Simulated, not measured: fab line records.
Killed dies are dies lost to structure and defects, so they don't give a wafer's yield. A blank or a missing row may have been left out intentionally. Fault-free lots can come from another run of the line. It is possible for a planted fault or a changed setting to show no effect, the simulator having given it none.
Chamber matching ; flow n5Finfet ; 4 sister chambers for N5_BEOL_M13_ETCH_67 on rieDiel-01
The step etches SiARC in CF4, target depth 143 nm, time 238.3 s. 4 wafers are shown with their chamber, then 8 later ones without.

WAFERS, EACH WITH ITS CHAMBER
wafer;chamber;throttleValvePct (%)
L080.1;3;15.2
L085.4;1;15.7
L085.5;0;16.1
L087.2;2;15.7

WAFERS WHOSE CHAMBER IS MISSING
wafer;throttleValvePct (%)
L087.4;15.6
L087.6;15.6
L092.2;15.7
L092.3;15.3
L092.5;15.8
L097.1;15.7
L097.3;15.8
L097.5;15.3

CHAMBER TAKEN BY EACH
wafer;from the rows above;in truth
L087.4;can't be placed: 1 or 2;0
L087.6;can't be placed: 1 or 2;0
L092.2;can't be placed: 1 or 2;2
L092.3;3;3
L092.5;can't be placed: 1 or 2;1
L097.1;can't be placed: 1 or 2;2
L097.3;can't be placed: 1 or 2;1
L097.5;3;3
Placed correctly: 2 of 8. Not placeable from these rows: 6 (in 4, the candidates include the true chamber). Number placed wrongly: 0.
How it was worked out, from the rows above alone: a wafer's distance from a chamber is the root of the sum, over the readings, of the square of ((its reading less the chamber's mean) divided by the reading's scatter). If the next closest chamber is less than 2 further off than the closest, the wafer can't be placed; otherwise it belongs to the closest. For every chamber, the mean is computed from those of its wafers that are shown. The scatter: with one shown wafer a chamber, the root of the mean of the squares of how far each hidden wafer lies from its nearest shown one.
